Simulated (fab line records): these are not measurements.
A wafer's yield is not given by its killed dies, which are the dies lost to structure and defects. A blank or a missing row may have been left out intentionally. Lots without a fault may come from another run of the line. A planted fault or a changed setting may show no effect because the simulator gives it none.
Which tool was responsible? | flow nand_harc | 24 lots with 72 wafers sampled at 6 steps, on a route of 1302 steps

WHAT EACH GAUGE READ, for each wafer
NHARC_A_M1_CD_MEAS_09 targets a cd of 120 nm. Usual: 119.6 nm for cd_nm, sd 0.69.
lot  | measured     | on        | cd_nm (nm)        | flag
L075 | day 22 20:34 | cd_sem-01 | 119.8 119.2 117.9 |
L074 | day 23 14:19 | cd_sem-02 | 119.5 117.9 119.1 |
L076 | day 23 21:22 | cd_sem-01 | 120.1 120.4 119.7 |
L077 | day 24 02:14 | cd_sem-03 | 117.9 119.1 118.4 |
L078 | day 24 10:39 | cd_sem-02 | 119.9 120.0 119.6 |
L079 | day 24 13:20 | cd_sem-02 | 119.1 119.1 118.6 |
L082 | day 25 22:14 | cd_sem-03 | 119.1 118.2 119.2 |
L081 | day 25 22:45 | cd_sem-01 | 119.3 120.0 120.9 |
L080 | day 26 05:36 | cd_sem-01 | 119.0 118.7 119.1 |
L083 | day 26 08:20 | cd_sem-02 | 120.3 118.8 118.5 |
L084 | day 28 02:31 | cd_sem-02 | 120.3 119.4 120.2 |
L085 | day 28 08:14 | cd_sem-02 | 120.5 120.3 120.9 |
L086 | day 28 05:35 | cd_sem-03 | 120.8 119.9 120.2 |
L087 | day 28 09:29 | cd_sem-01 | 119.3 119.7 120.3 |
L089 | day 28 20:17 | cd_sem-02 | 120.2 120.4 119.9 |
L088 | day 28 22:32 | cd_sem-01 | 118.5 120.0 119.5 |
L092 | day 29 13:11 | cd_sem-03 | 119.9 120.0 120.4 |
L090 | day 29 16:41 | cd_sem-02 | 119.5 120.4 119.6 |
L091 | day 29 22:56 | cd_sem-03 | 120.1 119.9 120.0 |
L093 | day 31 12:46 | cd_sem-02 | 119.4 119.7 118.4 |
L095 | day 31 15:49 | cd_sem-03 | 118.7 119.8 119.7 |
L097 | day 31 17:29 | cd_sem-03 | 119.4 120.2 120.4 |
L094 | day 31 19:29 | cd_sem-03 | 119.7 118.7 120.5 |
L096 | day 32 11:29 | cd_sem-02 | 120.3 120.1 120.5 |

WHICH TOOL RAN EACH LOT (tool, then ch and the chambers of the sampled wafers, then the start)
lot  | NHARC_A_CONTACT_ETCH_92            | NHARC_A_CONTACT_CMP_20        | NHARC_A_BLC_STRIP_29               | NHARC_A_M0_PVD_21                       | NHARC_A_M0_DEP_32
L075 | rie_diel-06 ch 0,1,3, day 22 08:34 | cmp-02 ch 1,2,3, day 22 11:34 | rie_diel-03 ch 0,2,3, day 22 13:42 | pvd_sputter-02, day 22 19:26 or earlier | pecvd-02 ch 0,1,2, day 22 19:26
L074 | rie_diel-05 ch 1,3, day 23 03:12   | cmp-01 ch 0,2,3, day 23 05:40 | rie_diel-01 ch 0,2,3, day 23 07:41 | pvd_sputter-01, day 23 13:13 or earlier | pecvd-03 ch 0,1, day 23 13:13
L076 | rie_diel-05 ch 2,3, day 23 09:46   | cmp-02 ch 2,3, day 23 12:30   | rie_diel-13 ch 2,3, day 23 14:39   | pvd_sputter-02, day 23 20:13 or earlier | pecvd-04 ch 0,1, day 23 20:13
L077 | rie_diel-06 ch 0,3, day 23 14:58   | cmp-04 ch 1,2, day 23 17:16   | rie_diel-13 ch 2,3, day 23 19:16   | pvd_sputter-02, day 24 01:08 or earlier | pecvd-02 ch 0,1, day 24 01:08
L078 | rie_diel-07 ch 1,3, day 23 22:47   | cmp-04 ch 2,3, day 24 01:09   | rie_diel-01 ch 0,3, day 24 03:17   | pvd_sputter-03, day 24 09:25 or earlier | pecvd-03 ch 1,2, day 24 09:25
L079 | rie_diel-06 ch 1,3, day 24 02:09   | cmp-01 ch 0,2,3, day 24 04:34 | rie_diel-13 ch 0,2, day 24 06:40   | pvd_sputter-03, day 24 12:14 or earlier | pecvd-03 ch 0,1,2, day 24 12:14
L082 | rie_diel-06 ch 0,2,3, day 25 10:46 | cmp-04 ch 0,3, day 25 13:00   | rie_diel-13 ch 0,2, day 25 15:18   | pvd_sputter-01, day 25 21:00 or earlier | pecvd-04 ch 0,1,2, day 25 21:00
L081 | rie_diel-06 ch 1,2,3, day 25 11:30 | cmp-02 ch 1,2, day 25 13:46   | rie_diel-13 ch 0,1,3, day 25 15:55 | pvd_sputter-02, day 25 21:39 or earlier | pecvd-03 ch 1,2, day 25 21:39
L080 | rie_diel-05 ch 2,3, day 25 18:32   | cmp-02 ch 0,1,3, day 25 20:50 | rie_diel-13 ch 0,1, day 25 22:59   | pvd_sputter-01, day 26 04:30 or earlier | pecvd-04 ch 0,1, day 26 04:30
L083 | rie_diel-06 ch 0,2, day 25 20:52   | cmp-04 ch 0,2, day 25 23:08   | rie_diel-01 ch 0,2,3, day 26 01:28 | pvd_sputter-02, day 26 07:05 or earlier | pecvd-04 ch 0,1,2, day 26 07:05
L084 | rie_diel-05 ch 1,2,3, day 27 15:36 | cmp-02 ch 0,2,3, day 27 17:52 | rie_diel-01 ch 1,2,3, day 27 19:51 | pvd_sputter-03, day 28 01:31 or earlier | pecvd-02 ch 0,1,2, day 28 01:31
L085 | rie_diel-07 ch 2,3, day 27 18:04   | cmp-02 ch 0,1,2, day 27 23:08 | rie_diel-13 ch 1,2, day 28 01:17   | pvd_sputter-02, day 28 07:02 or earlier | pecvd-03 ch 1,2, day 28 07:02
L086 | rie_diel-07 ch 0,1,3, day 27 18:14 | cmp-01 ch 0,1,2, day 27 20:32 | rie_diel-01 ch 0,1, day 27 22:34   | pvd_sputter-03, day 28 04:14 or earlier | pecvd-02 ch 1,2, day 28 04:14
L087 | rie_diel-06 ch 1,2,3, day 27 20:28 | cmp-01 ch 0,3, day 27 23:56   | rie_diel-03 ch 2,3, day 28 02:15   | pvd_sputter-01, day 28 08:07 or earlier | pecvd-02 ch 2, day 28 08:07
L089 | rie_diel-06 ch 1,2,3, day 28 08:22 | cmp-02 ch 0,3, day 28 11:09   | rie_diel-01 ch 0,2, day 28 13:18   | pvd_sputter-03, day 28 18:55 or earlier | pecvd-02 ch 0,1,2, day 28 18:55
L088 | rie_diel-07 ch 0,2, day 28 11:26   | cmp-01 ch 2,3, day 28 13:40   | rie_diel-01 ch 0,2, day 28 15:48   | pvd_sputter-03, day 28 21:28 or earlier | pecvd-02 ch 0,1,2, day 28 21:28
L092 | rie_diel-06 ch 0,2, day 29 01:52   | cmp-02 ch 0,1, day 29 04:07   | rie_diel-01 ch 0,2,3, day 29 06:15 | pvd_sputter-01, day 29 11:55 or earlier | pecvd-04 ch 0,1, day 29 11:55
L090 | rie_diel-06 ch 1,2,3, day 29 05:27 | cmp-01 ch 0,3, day 29 07:43   | rie_diel-01 ch 1,3, day 29 09:52   | pvd_sputter-02, day 29 15:32 or earlier | pecvd-02 ch 1,2, day 29 15:32
L091 | rie_diel-06 ch 1,2,3, day 29 11:04 | cmp-02 ch 0,3, day 29 13:16   | rie_diel-03 ch 1,2,3, day 29 15:26 | pvd_sputter-02, day 29 21:38 or earlier | pecvd-03 ch 1,2, day 29 21:38
L093 | rie_diel-06 ch 0,1,2, day 31 01:04 | cmp-04 ch 0,3, day 31 03:33   | rie_diel-13 ch 0,3, day 31 05:56   | pvd_sputter-01, day 31 11:37 or earlier | pecvd-02 ch 1,2, day 31 11:37
L095 | rie_diel-06 ch 1,3, day 31 04:30   | cmp-01 ch 0,1,3, day 31 06:47 | rie_diel-01 ch 0,3, day 31 08:53   | pvd_sputter-03, day 31 14:42 or earlier | pecvd-02 ch 1,2, day 31 14:42
L097 | rie_diel-06 ch 0,2,3, day 31 06:14 | cmp-04 ch 0,2, day 31 08:29   | rie_diel-03 ch 1,2,3, day 31 10:37 | pvd_sputter-02, day 31 16:20 or earlier | pecvd-02 ch 0,2, day 31 16:20
L094 | rie_diel-06 ch 1,2,3, day 31 08:04 | cmp-02 ch 0,1,3, day 31 10:20 | rie_diel-13 ch 0,1,2, day 31 12:27 | pvd_sputter-03, day 31 18:07 or earlier | pecvd-02 ch 0,1, day 31 18:07
L096 | rie_diel-07 ch 1,2,3, day 32 00:05 | cmp-04 ch 1,2, day 32 02:20   | rie_diel-13 ch 0,1,2, day 32 04:22 | pvd_sputter-03, day 32 10:19 or earlier | pecvd-04 ch 0,1, day 32 10:19
- NHARC_A_CONTACT_ETCH_92: etches the open film in CH3F/O2, target depth 40 nm, time 85.7 s.
- NHARC_A_CONTACT_CMP_20: polishes, t overpolish 30 s, target thk 300 nm.
- NHARC_A_BLC_STRIP_29: strips in CF4.
- NHARC_A_M0_PVD_21: deposits Cu, target thk 30 nm, time 20.49 s.
- NHARC_A_M0_DEP_32: deposits SiCN, target thk 30 nm.

AS READ BY THE TOOLS THEMSELVES (means over the sampled wafers that have a number; for cases with no such wafer, the mark the record gives instead)
NHARC_A_CONTACT_ETCH_92. Usual: drypump_motor_current_A 5.7 A, standard deviation 0.53; oes_product_au 0.94 a.u., standard deviation 0.031; rf_vpp_V 244.8 V, standard deviation 1.5; showerhead_plenum_p_Torr 2.49 Torr, standard deviation 0.085; throttle_valve_pct 20.663 %, standard deviation 0.009.
lot  | tool        | drypump_motor_current_A (A) | oes_product_au (a.u.) | rf_vpp_V (V) | showerhead_plenum_p_Torr (Torr) | throttle_valve_pct (%) | flag
L075 | rie_diel-06 | 5.6                         | 0.94                  | 245.8        | 2.48                            | 20.663                 |
L074 | rie_diel-05 | 5.4                         | 0.92                  | 243.5        | 2.43                            | 20.662                 |
L076 | rie_diel-05 | 5.9                         | 0.92                  | 246.1        | 2.57                            | 20.668                 |
L077 | rie_diel-06 | 6.0                         | 0.93                  | 245.4        | 2.53                            | 20.668                 |
L078 | rie_diel-07 | 5.9                         | 1.01                  | 246.5        | 2.59                            | 20.669                 |
L079 | rie_diel-06 | 5.1                         | 0.92                  | 244.4        | 2.42                            | 20.663                 |
L082 | rie_diel-06 | 6.0                         | 0.94                  | 245.1        | 2.51                            | 20.665                 |
L081 | rie_diel-06 | 5.5                         | 0.94                  | 244.2        | 2.46                            | 20.666                 |
L080 | rie_diel-05 | 5.9                         | 1.01                  | 246.1        | 2.56                            | 20.668                 |
L083 | rie_diel-06 | 6.3                         | 0.93                  | 245.1        | 2.53                            | 20.668                 |
L084 | rie_diel-05 | 5.7                         | 0.93                  | 244.2        | 2.46                            | 20.663                 |
L085 | rie_diel-07 | 6.0                         | 0.92                  | 243.4        | 2.42                            | 20.664                 |
L086 | rie_diel-07 | 6.0                         | 0.93                  | 245.2        | 2.54                            | 20.660                 |
L087 | rie_diel-06 | 5.6                         | 0.94                  | 243.2        | 2.46                            | 20.668                 |
L089 | rie_diel-06 | 5.6                         | 0.93                  | 245.5        | 2.45                            | 20.665                 |
L088 | rie_diel-07 | 5.8                         | 0.99                  | 246.3        | 2.61                            | 20.666                 |
L092 | rie_diel-06 | 6.4                         | 1.00                  | 245.7        | 2.54                            | 20.666                 |
L090 | rie_diel-06 | 5.5                         | 0.99                  | 244.5        | 2.45                            | 20.653                 |
L091 | rie_diel-06 | 5.6                         | 0.92                  | 244.6        | 2.45                            | 20.662                 |
L093 | rie_diel-06 | 5.9                         | 0.92                  | 245.0        | 2.49                            | 20.656                 |
L095 | rie_diel-06 | 5.2                         | 0.92                  | 243.9        | 2.43                            | 20.661                 |
L097 | rie_diel-06 | 6.0                         | 0.93                  | 244.8        | 2.50                            | 20.663                 |
L094 | rie_diel-06 | 5.5                         | 0.92                  | 244.6        | 2.45                            | 20.658                 |
L096 | rie_diel-07 | 5.9                         | 0.93                  | 246.3        | 2.58                            | 20.663                 |

NHARC_A_CONTACT_CMP_20. Usual: motor_current_A 12.0 A, standard deviation 1.9; overpolish_run_s 30.001 s, standard deviation 0.0088; slurry_flow_ml_min 150.0, standard deviation 0.47; time_to_endpoint_s 60 s, standard deviation 3.6.
lot  | tool   | motor_current_A (A) | overpolish_run_s (s) | slurry_flow_ml_min | time_to_endpoint_s (s) | flag
L075 | cmp-02 | 11.8                | 30.008               | 150.4              | 57                     |
L074 | cmp-01 | 12.3                | 30.000               | 149.7              | 57                     |
L076 | cmp-02 | 13.4                | 30.001               | 150.3              | 65                     |
L077 | cmp-04 | 12.5                | 29.999               | 150.3              | 62                     |
L078 | cmp-04 | 11.9                | 30.007               | 150.2              | 56                     |
L079 | cmp-01 | 12.2                | 29.999               | 150.1              | 57                     |
L082 | cmp-04 | 11.5                | 30.012               | 149.9              | 61                     |
L081 | cmp-02 | 11.8                | 30.000               | 150.1              | 61                     |
L080 | cmp-02 | 10.8                | 29.992               | 149.6              | 61                     |
L083 | cmp-04 | 10.4                | 29.994               | 150.2              | 58                     |
L084 | cmp-02 | 12.3                | 30.003               | 150.1              | 59                     |
L085 | cmp-02 | 11.6                | 30.008               | 150.2              | 58                     |
L086 | cmp-01 | 13.3                | 29.996               | 149.8              | 61                     |
L087 | cmp-01 | 12.1                | 30.004               | 149.5              | 64                     |
L089 | cmp-02 | 10.4                | 30.002               | 149.6              | 58                     |
L088 | cmp-01 | 11.7                | 30.001               | 150.0              | 58                     |
L092 | cmp-02 | 10.6                | 30.008               | 150.0              | 59                     |
L090 | cmp-01 | 13.2                | 29.997               | 149.9              | 65                     |
L091 | cmp-02 | 11.0                | 29.998               | 149.9              | 58                     |
L093 | cmp-04 | 10.6                | 29.995               | 149.9              | 56                     |
L095 | cmp-01 | 12.8                | 30.003               | 150.1              | 60                     |
L097 | cmp-04 | 9.7                 | 29.997               | 149.7              | 59                     |
L094 | cmp-02 | 10.5                | 29.999               | 149.9              | 56                     |
L096 | cmp-04 | 13.6                | 30.002               | 150.0              | 62                     |

NHARC_A_BLC_STRIP_29. Usual: drypump_motor_current_A 5.8 A, standard deviation 0.42; oes_product_au 1.004 a.u., standard deviation 0.0086; rf_vpp_V 59.6 V, standard deviation 0.95; showerhead_plenum_p_Torr 1.79 Torr, standard deviation 0.067; throttle_valve_pct 13.283 %, standard deviation 0.0093.
lot  | tool        | drypump_motor_current_A (A) | oes_product_au (a.u.) | rf_vpp_V (V) | showerhead_plenum_p_Torr (Torr) | throttle_valve_pct (%) | flag
L075 | rie_diel-03 | 6.1                         | 1.000                 | 59.6         | 1.81                            | 13.284                 |
L074 | rie_diel-01 | 5.7                         | 0.994                 | 60.4         | 1.82                            | 13.285                 |
L076 | rie_diel-13 | 5.4                         | 1.005                 | 58.7         | 1.78                            | 13.281                 |
L077 | rie_diel-13 | 5.6                         | 1.003                 | 60.0         | 1.76                            | 13.282                 |
L078 | rie_diel-01 | 5.5                         | 1.004                 | 59.9         | 1.83                            | 13.285                 |
L079 | rie_diel-13 | 5.4                         | 1.003                 | 60.3         | 1.75                            | 13.287                 |
L082 | rie_diel-13 | 5.7                         | 1.008                 | 60.1         | 1.71                            | 13.285                 |
L081 | rie_diel-13 | 6.0                         | 1.001                 | 58.6         | 1.74                            | 13.284                 |
L080 | rie_diel-13 | 6.0                         | 0.996                 | 59.1         | 1.76                            | 13.276                 |
L083 | rie_diel-01 | 5.8                         | 1.008                 | 60.3         | 1.82                            | 13.278                 |
L084 | rie_diel-01 | 5.9                         | 1.016                 | 60.3         | 1.80                            | 13.290                 |
L085 | rie_diel-13 | 5.7                         | 0.996                 | 59.6         | 1.81                            | 13.277                 |
L086 | rie_diel-01 | 5.3                         | 1.008                 | 60.4         | 1.82                            | 13.278                 |
L087 | rie_diel-03 | 6.4                         | 1.004                 | 60.2         | 1.87                            | 13.277                 |
L089 | rie_diel-01 | 5.6                         | 1.002                 | 60.4         | 1.83                            | 13.283                 |
L088 | rie_diel-01 | 6.0                         | 1.011                 | 59.6         | 1.81                            | 13.286                 |
L092 | rie_diel-01 | 5.7                         | 1.013                 | 60.0         | 1.82                            | 13.278                 |
L090 | rie_diel-01 | 5.6                         | 1.011                 | 59.4         | 1.81                            | 13.292                 |
L091 | rie_diel-03 | 6.3                         | 1.002                 | 60.5         | 1.87                            | 13.279                 |
L093 | rie_diel-13 | 5.9                         | 1.003                 | 59.0         | 1.71                            | 13.279                 |
L095 | rie_diel-01 | 5.3                         | 1.001                 | 59.4         | 1.83                            | 13.285                 |
L097 | rie_diel-03 | 6.3                         | 1.001                 | 59.4         | 1.87                            | 13.282                 |
L094 | rie_diel-13 | 5.7                         | 0.999                 | 59.2         | 1.75                            | 13.294                 |
L096 | rie_diel-13 | 5.7                         | 1.001                 | 59.5         | 1.75                            | 13.289                 |

NHARC_A_M0_PVD_21. Usual: 29.7 % for throttle_valve_pct, sd 1.5.
lot  | tool           | throttle_valve_pct (%) | flag
L075 | pvd_sputter-02 | 29.6                   |
L074 | pvd_sputter-01 | 30.2                   |
L076 | pvd_sputter-02 | 29.6                   |
L077 | pvd_sputter-02 | 29.3                   |
L078 | pvd_sputter-03 | 28.1                   |
L079 | pvd_sputter-03 | 29.9                   |
L082 | pvd_sputter-01 | 30.3                   |
L081 | pvd_sputter-02 | 29.7                   |
L080 | pvd_sputter-01 | 29.4                   |
L083 | pvd_sputter-02 | 29.6                   |
L084 | pvd_sputter-03 | 29.6                   |
L085 | pvd_sputter-02 | 28.9                   |
L086 | pvd_sputter-03 | 28.3                   |
L087 | pvd_sputter-01 | 29.8                   |
L089 | pvd_sputter-03 | 29.9                   |
L088 | pvd_sputter-03 | 31.4                   |
L092 | pvd_sputter-01 | 30.0                   |
L090 | pvd_sputter-02 | 29.6                   |
L091 | pvd_sputter-02 | 29.8                   |
L093 | pvd_sputter-01 | 29.7                   |
L095 | pvd_sputter-03 | 28.3                   |
L097 | pvd_sputter-02 | 29.9                   |
L094 | pvd_sputter-03 | 29.7                   |
L096 | pvd_sputter-03 | 31.3                   |

NHARC_A_M0_DEP_32. Usual: chamber_pressure_Torr 2.999 Torr, standard deviation 0.007; heater_power_w 586 W, standard deviation 63; showerhead_vpp_V 1321 V, standard deviation 100.
lot  | tool     | chamber_pressure_Torr (Torr) | heater_power_w (W) | showerhead_vpp_V (V) | flag
L075 | pecvd-02 | 3.001                        | 596                | 1336                 |
L074 | pecvd-03 | 3.007                        | 597                | 1257                 |
L076 | pecvd-04 | 2.995                        | 571                | 1337                 |
L077 | pecvd-02 | 2.999                        | 634                | 1289                 |
L078 | pecvd-03 | 3.002                        | 471                | 1319                 |
L079 | pecvd-03 | 2.999                        | 563                | 1307                 |
L082 | pecvd-04 | 2.996                        | 548                | 1286                 |
L081 | pecvd-03 | 2.999                        | 485                | 1361                 |
L080 | pecvd-04 | 2.992                        | 535                | 1316                 |
L083 | pecvd-04 | 2.999                        | 584                | 1299                 |
L084 | pecvd-02 | 3.009                        | 633                | 1350                 |
L085 | pecvd-03 | 3.001                        | 478                | 1367                 |
L086 | pecvd-02 | 3.000                        | 627                | 1266                 |
L087 | pecvd-02 | 3.002                        | 540                | 1399                 |
L089 | pecvd-02 | 3.006                        | 607                | 1358                 |
L088 | pecvd-02 | 2.999                        | 622                | 1348                 |
L092 | pecvd-04 | 3.000                        | 575                | 1325                 |
L090 | pecvd-02 | 3.000                        | 617                | 1324                 |
L091 | pecvd-03 | 3.000                        | 539                | 1323                 |
L093 | pecvd-02 | 2.996                        | 598                | 1255                 |
L095 | pecvd-02 | 3.001                        | 576                | 1312                 |
L097 | pecvd-02 | 2.996                        | 616                | 1407                 |
L094 | pecvd-02 | 3.005                        | 616                | 1363                 |
L096 | pecvd-04 | 2.995                        | 577                | 1363                 |

THE ANSWER, worked out from the rows above alone
Rule: a lot counts as off when the mean over its wafers that have a number is more than 3 standard deviations away from the usual mean. Also off: a lot with no number at a reading for which 4 or more lots have one. The other lots that the step has rows for count as sound. The gauges are gone through in route order, then the tools' own readings, and for those a lot's mean is taken as printed above. The first step at which some lot is off is used, and at that step the reading that is off furthest; a lot without a number counts as furthest.
Nothing can be told from this: no lot is off at any reading shown.

WHAT THE SIMULATOR HAD INSERTED
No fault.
